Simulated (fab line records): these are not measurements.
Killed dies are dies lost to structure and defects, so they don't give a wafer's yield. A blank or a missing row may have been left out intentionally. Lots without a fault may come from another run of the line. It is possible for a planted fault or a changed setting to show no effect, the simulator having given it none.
Split-lot study ; flow n5 finfet ; route with 1938 steps; 7 lots, 39 wafers read

== THE SPLIT ITSELF ==
At N5_BEOL_M1_PECVD_72 (deposits SiO2 from TEOS/O2, target thk 16 nm, time 18 s), the setting time s was moved away from the recipe's 18 s on 12 of the 39 wafers read, by -57.7% to +15.9%. For the rest of the wafers, this setting stayed at what the recipe calls for.

== FROM THE SPLIT TO THE READING: what the file shows between them, 3 steps ==
- N5_BEOL_M1_HM_DEP_02: deposits TiN, target thk 20 nm
- N5_BEOL_M1_COAT_61: time 60 s, resist thk 60 nm
- N5_BEOL_M1_STRIP_97: strips in N2/H2, time 10 s

== THE READING ==
SiO2_of_BEOL_M1_PECVD_72.thk nm (the simulator's own value, which no gauge read), in nm, at N5_BEOL_M1_HM_STRIP_39 (strips TiN in peroxide tin strip, target depth 25 nm, time 158 s). There is no usual value for it anywhere in the file. Across the 27 wafers here that went through the recipe, the average is 15.8 nm and the standard deviation 0.26 nm.

wafer;tool, chamber at the split;time s as run, s;against the recipe;SiO2_of_BEOL_M1_PECVD_72.thk nm, nm;against lot-mates on the recipe
L079.1;pecvd-03, 0;18;recipe;15.6;-
L079.2;pecvd-03, 2,0;18;recipe;15.8;-
L079.5;pecvd-03, 2,0;18;recipe;15.8;-
L079.3;pecvd-03, 1;11.87;-34.1%;10.4;-5.3
L079.4;pecvd-03, 1;11.87;-34.1%;10.4;-5.3
L079.6;pecvd-03, 2;11.87;-34.1%;10.6;-5.1
L078.1;pecvd-03, 1;18;recipe;15.4;-
L078.2;pecvd-03, 2,0,1,2;18;recipe;15.6;-
L078.3;pecvd-03, 2,0,1,2;18;recipe;15.6;-
L078.5;pecvd-03, 2,0,1,2;18;recipe;15.6;-
L078.4;pecvd-03, 0;18;recipe;15.8;-
L078.6;pecvd-03, 2,0,1,2;18;recipe;15.8;-
L086.1;pecvd-01, 1;18;recipe;16;-
L086.3;pecvd-01, 0;18;recipe;16;-
L086.2;pecvd-01, 2;14.66;-18.6%;13;-3.1
L086.4;pecvd-01, 2;14.66;-18.6%;13.2;-2.9
L086.5;pecvd-01, 0;14.66;-18.6%;13.4;-2.7
L086.6;pecvd-01, 1;18;recipe;16.2;-
L087.1;pecvd-02, 0;18;recipe;16;-
L087.2;pecvd-02, 1,2;18;recipe;15.8;-
L087.3;pecvd-02, 1,2;18;recipe;15.8;-
L087.4;pecvd-02, 1,0,2;18;recipe;16.2;-
L087.6;pecvd-02, 1,0,2;18;recipe;16.2;-
L087.5;pecvd-02, 1,0,2;18;recipe;16.4;-
L090.1;pecvd-01, 1;18;recipe;16;-
L090.2;pecvd-01, 0;18;recipe;15.8;-
L090.4;pecvd-01, 0;18;recipe;16.2;-
L093.1;pecvd-02, 1,0;18;recipe;15.6;-
L093.2;pecvd-02, 1,0;18;recipe;15.6;-
L093.3;pecvd-02, 2;20.86;+15.9%;18;+2.3
L093.4;pecvd-02, 1;18;recipe;16;-
L093.5;pecvd-02, 0;20.86;+15.9%;18.4;+2.7
L093.6;pecvd-02, 2;20.86;+15.9%;18.4;+2.7
L094.1;pecvd-03, 0;7.621;-57.7%;6.4;-9.1
L094.2;pecvd-03, 1;18;recipe;15.4;-
L094.3;pecvd-03, 0;18;recipe;15.6;-
L094.5;pecvd-03, 1;18;recipe;15.6;-
L094.4;pecvd-03, 1,0;7.621;-57.7%;6.6;-8.9
L094.6;pecvd-03, 1,0;7.621;-57.7%;6.6;-8.9
Rows listing several chambers each stand for several wafers; the file does not say which wafer went through which chamber.

FIT RESULTS
A straight line over all 39 wafers: SiO2_of_BEOL_M1_PECVD_72.thk nm changes by +0.159 nm for each +1% of time s; r = +1.00; the points scatter about the line by 0.26 nm.
The same after taking each lot's own level away (the mean of its wafers on the recipe; 39 wafers): +0.156 nm for each +1%; r = +1.00; scatter 0.16 nm.
Per that fit: largest time s move, reading shift of 9 nm.
The lots' own levels span 15.53 to 16.07 nm, that is 2.1 times the standard deviation above.
So the lot-to-lot level changes the slope little: the two slopes agree.
Check: -8.94 nm against its lot-mates is what the line predicts for one of the wafers moved furthest among these (-57.7%) when that wafer is left out of the fit. It came out at -9.13 nm against them.

== THESE WAFERS: OTHER SPLITS ==
Other splits were also applied to these wafers ahead of the reading. Each is held against what the fit with the lots' levels taken away leaves over:
other split on the same wafers;wafers away from the commonest value;r with SiO2_of_BEOL_M1_PECVD_72.thk nm (lot level and that fit taken away)
N5_MOL_CONTACT_COAG_PRECLEAN_111 time s;12;-0.08

== THE WHOLE CHAIN: every reading that the file lists as answering this split, in the file's order ==
step;what it does;reading;change (the file's fit);r (the file's)
N5_BEOL_M1_PECVD_72;deposits SiO2 from TEOS/O2, target thk 16 nm, time 18 s;SiO2_of_BEOL_M1_PECVD_72.thk nm (the simulator's own value, which no gauge read);+0.155 nm for each +1% of the setting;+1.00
N5_BEOL_M1_HM_STRIP_39;strips TiN in peroxide tin strip, target depth 25 nm, time 158 s;SiO2_of_BEOL_M1_PECVD_72.thk nm (the simulator's own value, which no gauge read);+0.156 nm for each +1% of the setting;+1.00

== THE FILE'S OWN FIT ==
SiO2_of_BEOL_M1_PECVD_72.thk nm changes by +0.156 nm for each +1% of time s, r = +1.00.
